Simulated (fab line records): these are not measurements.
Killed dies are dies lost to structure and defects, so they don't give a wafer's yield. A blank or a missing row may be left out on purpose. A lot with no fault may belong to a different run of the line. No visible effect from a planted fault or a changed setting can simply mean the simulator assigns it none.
A struck lot beside a sound one -- flow n5Finfet -- 32 out of 1938 route steps
Sound: wafers L505.2, L505.4, L505.5. The struck wafers were L502.1, L502.2, L502.5. The cause is given at the end.
Each step with rows lists, per side, the tool, then ch with its chambers, then its first start. Under that, the readings that differ: sound wafers -- struck wafers -- difference of the means -- sigmas: that difference in standard deviations of wafers without a fault.
alike: words and numbers the same on both sides, and readings whose means are apart by under 2 such deviations; not compared: readings that were withheld, readings missing a value for some wafer, numbers with overlapping values and no deviation given by the record, and bounds like >300 which may hide the same value.
A row with sigmas, a row that says differs or no value, or rows on one side alone: a step with any of these is where the two part. Non-overlapping numbers with no deviation appear without sigmas and do not part them. A reading missing from all wafers of one side parts the sides only when that side holds two or more wafers.

first, 9 steps without rows for these wafers: N5_BEOL_M8_DESCUM_33 (chemistry O2, time 7 s); N5_BEOL_M8_ETCH_72 (etches underlayer in N2/H2, target depth 6.5 nm, time 5.2 s); N5_BEOL_M8_ETCH_65 (etches SiARC in CF4, target depth 15.6 nm, time 26 s); N5_BEOL_M8_ETCH_66 (etches SOC in N2/H2, target depth 80 nm, overetch 16 nm, time 120 s); N5_BEOL_M8_STRIP_69 (strips in N2/H2); N5_BEOL_M8_STRIP_73 (strips in N2/H2); N5_BEOL_M8_VIA_ETCH_34 (etches SiCOH lowk in C4F6/O2, target depth 125.5 nm, time 50.5 s); N5_BEOL_M8_STRIP_76 (strips in C4F6/O2); N5_BEOL_M8_STRIP_36 (strips in N2/H2).
N5_BEOL_M8_TRENCH_ETCH_37: etches SiCOH lowk in C4F6/O2, target depth 93.478 nm, time 31.2 s.
  sound on rieDiel-04 ch 0,1, day 15 02:17; struck on rieDiel-01 ch 0,2,3, day 14 14:17
reading,sound,struck,difference,sigmas
oes_f_703_au (a.u.),0.85 0.72 0.85,1.02 1.10 0.99,+0.23,+3
rfFwdPowerW (W),339.9 341.8 340.6,423.2 423.6 424.7,+83.1,+44
rfVppV (V),674 662 676,597 579 586,-83,-5
model.BEOL_M8.featureDepthNm (nm),95.4 92.6 94.4,101.4 103.6 100,+7.5,
model.etch.depthNm (nm),95.33 92.59 94.37,101.3 103.6 99.91,+7.5,
  alike: chamberPressureMTorr, drypumpMotorCurrentA, oesProductAu, showerheadPlenumPTorr, throttleValvePct
  not compared: rfHoursCounterH
then, 2 steps without rows for these wafers: N5_BEOL_M8_ETCH_41 (etches SiCN in CH3F/O2, target depth 31.9 nm, time 57.8 s); N5_BEOL_M8_STRIP_80 (strips in N2/H2, time 10 s).
N5_BEOL_M8_OCD_MEAS_38:
  struck on ocd-02, day 14 14:27; sound on ocd-02, day 15 02:26
reading,sound,struck,difference,sigmas
trenchDepthNm (nm),95.0 92.1 94.7,100.9 103.6 100.1,+7.6,+4
then, 13 steps without rows for these wafers: N5_BEOL_M8_HM_STRIP_39 (strips TiN in peroxide tin strip, target depth 25 nm, time 158 s); N5_BEOL_M8_SRD_40 (time 30 s); N5_BEOL_M8_PRECLEAN_42 (cleans in residue remover, time 60 s); N5_BEOL_M8_SRD_43 (time 30 s); N5_BEOL_M8_CURE_75 (cures SiCOH lowk, time 120 s); N5_BEOL_M8_DEGAS_44 (time 60 s); N5_BEOL_M8_PRE_CLEAN_45 (time 30 s); N5_BEOL_M8_ALD_77 (deposits TaN, target thk 2 nm, pulse time 2 s, purge time 3 s); N5_BEOL_M8_SURFACE_TREAT_79; N5_BEOL_M8_CVD_78 (deposits Co from CCTBA/H2, target thk 2 nm, time 142.3 s); N5_BEOL_M8_SPUTTER_48 (material Cu, target thk 10 nm, time 1.667 s); N5_BEOL_M8_ECD_50 (material Cu, target thk 300 nm); N5_BEOL_M8_ANNEAL_51 (time 90 s).
N5_BEOL_M8_CMP_52: polishes, stops on SiCOH lowk, t overpolish 6.9 s, target thk 80 nm.
  sound on cmp-04 ch 0,2,3, day 15 05:02; struck on cmp-03 ch 0,1, day 14 18:57
reading,sound,struck,difference,sigmas
model.Cu_of_BEOL_M8_ECD_50.thkNm (nm),82.6 79.6 82.4,87 90.8 87.4,+7,
  alike: barrierFieldEndpointS, edgeZonePressureFrac, motorCurrentA, overpolishRunS, timeToEndpointS
N5_BEOL_M8_THK_MEAS_53: measures by xrf.
  struck on filmMetro-02, day 14 19:14; sound on filmMetro-01, day 15 05:18
reading,sound,struck,difference,sigmas
M8_THK (nm),81.7 78.6 81.4,85.2 89.0 86.0,+6.2,+3
then, 2 steps without rows for these wafers: N5_BEOL_M8_PRE_CLEAN_55 (time 15 s); N5_BEOL_M8_DEP_56 (deposits SiCN from 3MS/NH3, target thk 10 nm, time 17.5 s).
N5_BEOL_M8_RS_MEAS_57: uses a four-point probe to measure.
  struck on filmMetro-02, day 14 19:22; sound on filmMetro-02, day 15 05:26
reading,sound,struck,difference,sigmas
M8_RS (ohm/sq),0.276 0.289 0.277,0.260 0.248 0.258,-0.025,-3
following that, these wafers have no rows for 1 step: N5_PASSIVATION_PROBE_49.

== WHERE THEY PART ==
Last at N5_BEOL_M8_RS_MEAS_57 as far as this record goes, first at N5_BEOL_M8_TRENCH_ETCH_37.

WHY: what the simulator had put in
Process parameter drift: rieDiel-01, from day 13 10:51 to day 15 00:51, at N5_BEOL_M8_TRENCH_ETCH_37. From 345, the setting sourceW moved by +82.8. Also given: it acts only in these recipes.
